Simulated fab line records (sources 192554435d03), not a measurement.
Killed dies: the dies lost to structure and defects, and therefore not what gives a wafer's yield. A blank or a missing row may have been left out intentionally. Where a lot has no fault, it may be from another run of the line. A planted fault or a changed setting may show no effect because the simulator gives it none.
Chamber matching	flow n5_finfet	4 sister chambers for N5_BEOL_M12_DESCUM_15 on rie_diel-03
The step chemistry O2, time 7.9 s. 14 wafers are shown with their chamber, then 6 later ones without.

WAFERS, EACH WITH ITS CHAMBER
wafer	chamber	showerhead_plenum_p_Torr (Torr)	throttle_valve_pct (%)	drypump_motor_current_A (A)
L262.2	3	2.05	20.55	5.77
L262.4	1	1.99	20.59	5.69
L267.1	0	2.19	20.89	5.55
L267.2	3	2.05	20.56	5.79
L267.3	2	1.87	20.55	5.56
L268.1	2	1.87	20.55	5.57
L268.2	0	2.19	20.87	5.54
L268.5	0	2.19	20.88	5.57
L271.1	1	1.99	20.62	5.74
L271.5	1	1.98	20.62	5.67
L272.1	2	1.87	20.58	5.57
L272.6	3	2.05	20.58	5.77
L273.2	1	1.98	20.63	5.72
L273.3	0	2.18	20.89	5.57

SIGNATURES (averages over the wafers above)
reading	chamber 0	chamber 1	chamber 2	chamber 3	scatter within a chamber
showerhead_plenum_p_Torr	2.1875	1.9850	1.8700	2.0500	0.00418
throttle_valve_pct	20.8825	20.6150	20.5600	20.5633	0.015
drypump_motor_current_A	5.5575	5.7050	5.5667	5.7767	0.0198
Rule: for each reading, subtract the chamber's mean from the wafer's reading, divide by that reading's scatter and square the result; add these up over the readings and take the root, which gives the wafer's distance from the chamber. The wafer belongs to the nearest chamber; if the next one is less than 2 further off, it can't be placed. The scatter: take each reading less its chamber's mean, square it, sum over the shown wafers, divide by the number of wafers less the number of chambers, and take the root.

WAFERS WITHOUT THEIR CHAMBER
wafer	showerhead_plenum_p_Torr (Torr)	throttle_valve_pct (%)	drypump_motor_current_A (A)
L274.1	1.98	20.64	5.73
L274.4	2.18	20.89	5.56
L274.5	2.04	20.59	5.74
L275.3	1.98	20.63	5.70
L275.4	1.98	20.65	5.70
L275.5	2.18	20.89	5.60

CHAMBER TAKEN BY EACH
wafer	from the rows above	in truth
L274.1	1	1
L274.4	0	0
L274.5	3	3
L275.3	1	1
L275.4	1	1
L275.5	0	0
6 of 6 placed correctly. Number that these rows cannot place: 0. Placed wrongly: 0.
